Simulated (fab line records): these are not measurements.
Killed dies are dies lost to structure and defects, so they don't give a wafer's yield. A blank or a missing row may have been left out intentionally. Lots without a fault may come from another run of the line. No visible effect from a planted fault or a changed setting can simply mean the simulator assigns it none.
Problem report, 8D (eight disciplines) form, completed by code -- flow n5 finfet -- the parts of the form that need people (team, actions taken, sign-off) are left out

1. THE PROBLEM
time to endpoint s at N5_BEOL_M7_CMP_52 reads a mean of 110 s on 2 wafers of 2 lots; wafers without a fault read 62 s with a standard deviation of 3.3. Relative to the usual mean, that is a shift of +15 standard deviations.
The step: polishes, stops on SiCOH lowk, t overpolish 6.9 s, target thk 80 nm.
First observed at day 10 06:38: wafer L219.3, on cmp-01. The record holds 30 wafers of 10 lots with a number at this step. Rule for "out" (also "out of limits"): further than 4 standard deviations from the usual mean. All remaining wafers that have a number are taken as sound.

2. WHAT IT IS, WHAT IT ISN'T
question,is,is not
which readings at this step,time to endpoint s,clearing platen rpm
which lots,"L219, L221","L215, L217, L220, L229, L231, L232, L235, L237"
which wafers of those lots,"L219.3, L221.3","L219.5, L219.6, L221.4, L221.5"
read on which tools,"cmp-01, cmp-04",cmp-03
when,from day 10 06:38,"up to then (8 sound wafers); but 20 sound wafers of L220, L221, L229, L231, L232, L235, L237 came after"

3. THE SUSPECTS, EACH WITH WHAT RULES IT OUT
Counting: any tool at a process step up to the reading remains a suspect provided it ran every lot that is out. Sound lots after the first of them don't rule it out here, since some wafers of a struck lot are sound.
- ecd cu-01 at N5_BEOL_M7_ECD_50 (material Cu, target thk 300 nm): kept. Every lot that is out went through it, the first being L219 (day 10 05:45); the last sound lot it ran before that was L215 (day 8 23:41).
The count leaves ecd cu-01 at N5_BEOL_M7_ECD_50.

4. THE CAUSE (what the simulator had put in)
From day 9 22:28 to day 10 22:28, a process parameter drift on ecd cu-01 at N5_BEOL_M7_ECD_50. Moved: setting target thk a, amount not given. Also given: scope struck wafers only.
After counting, this tool was the only one left.

5. SEQUENCE OF EFFECTS, ordered by route
One row per reading whose mean, taken over the struck wafers that have a number, lies over 3 standard deviations from the usual. Readings are gone through only where the record gives a usual standard deviation; hours: the median, over the lots, of the time from a lot's start at the first step in this table giving one to that lot's start at this step; sigmas: the change measured in usual standard deviations.
hours,step,reading,usual,on struck wafers,change,sigmas
0,N5_BEOL_M7_CMP_52,time to endpoint s,62 s,110,+48,+15
It contains these process steps:
- N5_BEOL_M7_CMP_52: polishes, stops on SiCOH lowk, t overpolish 6.9 s, target thk 80 nm.

6. WHAT WOULD HAVE CAUGHT IT SOONER
In this record the first reading out of limits was taken at day 10 06:38, 8 hours after the fault began at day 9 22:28.
Of the lots that are out (2), L221 began N5_BEOL_M7_ECD_50 on ecd cu-01 after day 10 06:38. Putting the tool on hold at that point would have spared it.
